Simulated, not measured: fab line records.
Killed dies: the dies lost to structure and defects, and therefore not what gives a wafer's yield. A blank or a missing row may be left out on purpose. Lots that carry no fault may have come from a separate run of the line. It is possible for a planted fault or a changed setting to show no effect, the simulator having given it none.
What tool caused it? | flow nand-harc | 18 wafers from 6 lots sampled at 5 of the route's 1159 steps

WHAT THE GAUGES SHOWED, per wafer
NHARC_END_SORT_01.
lot  | measured     | on        | killed-at-other
L852 | day 21 03:01 | prober-01 | 0 0 0
L859 | day 23 06:32 | prober-02 | 82 2 0
L866 | day 25 23:37 | prober-02 | 0 0 0

WHAT TOOL EACH LOT RAN ON (gives the tool, then ch and the chambers of the sampled wafers, and finally the start)
lot  | NHARC_THIN_TSV_ETCH_15           | NHARC_THIN_TSV_PRE_CLEAN_50  | NHARC_THIN_TSV_PVD_19                   | NHARC_THIN_TSV_ETCH_36
L844 | rie-si-03 ch 2,3, day 18 15:44   | pvd-sputter-02, day 18 17:49 | pvd-sputter-02, day 18 21:26 or earlier | rie-metal-02 ch 0,1, day 18 21:26
L848 | rie-si-01 ch 1,2, day 19 03:34   | pvd-sputter-02, day 19 06:05 | pvd-sputter-02, day 19 10:13 or earlier | rie-metal-02 ch 0,1, day 19 10:13
L849 | rie-si-05 ch 1,2, day 19 18:04   | pvd-sputter-03, day 19 20:07 | pvd-sputter-03, day 19 23:52 or earlier | rie-metal-02 ch 1, day 19 23:52
L852 | rie-si-01 ch 1,2,3, day 20 12:20 | pvd-sputter-01, day 20 14:27 | pvd-sputter-01, day 20 17:59 or earlier | rie-metal-01 ch 0,1, day 20 17:59
L859 | rie-si-03 ch 0,1, day 22 16:13   | pvd-sputter-02, day 22 18:29 | pvd-sputter-02, day 22 22:07 or earlier | rie-metal-02 ch 1, day 22 22:07
L866 | rie-si-01 ch 0,1, day 25 01:10   | pvd-sputter-03, day 25 03:13 | pvd-sputter-03, day 25 06:43 or earlier | rie-metal-01 ch 0,1, day 25 06:43
- NHARC_THIN_TSV_ETCH_15: target depth 3000 nm, bosch target overetch cycles 2, bosch etch step 2.8 s.
- NHARC_THIN_TSV_PRE_CLEAN_50: time 30 s.
- NHARC_THIN_TSV_PVD_19: deposits TaN, target thk 20 nm.
- NHARC_THIN_TSV_ETCH_36: etches the open film in Cl2/BCl3, target depth 65 nm, time 18.571 s.

THE ANSWER, worked out from the rows above alone
Rule: the lots themselves supply what counts as usual. The widest of any qualifying gaps counts: lots, ordered by their means at a reading, are off when they make up no more than a third of the lots, leave a main group of 4 or more, and stand apart from it by 3 or more times the standard deviation of that group's means. A main group whose means are all the same, to the digits that the tables above print for the reading, isn't used. A lot without any number at a reading at which 4 lots or more have one is off too. The other lots that the step has rows for count as sound.
Across all readings shown, no lot is off: no conclusion can be drawn from this.

WHAT WAS PUT IN BY THE SIMULATOR
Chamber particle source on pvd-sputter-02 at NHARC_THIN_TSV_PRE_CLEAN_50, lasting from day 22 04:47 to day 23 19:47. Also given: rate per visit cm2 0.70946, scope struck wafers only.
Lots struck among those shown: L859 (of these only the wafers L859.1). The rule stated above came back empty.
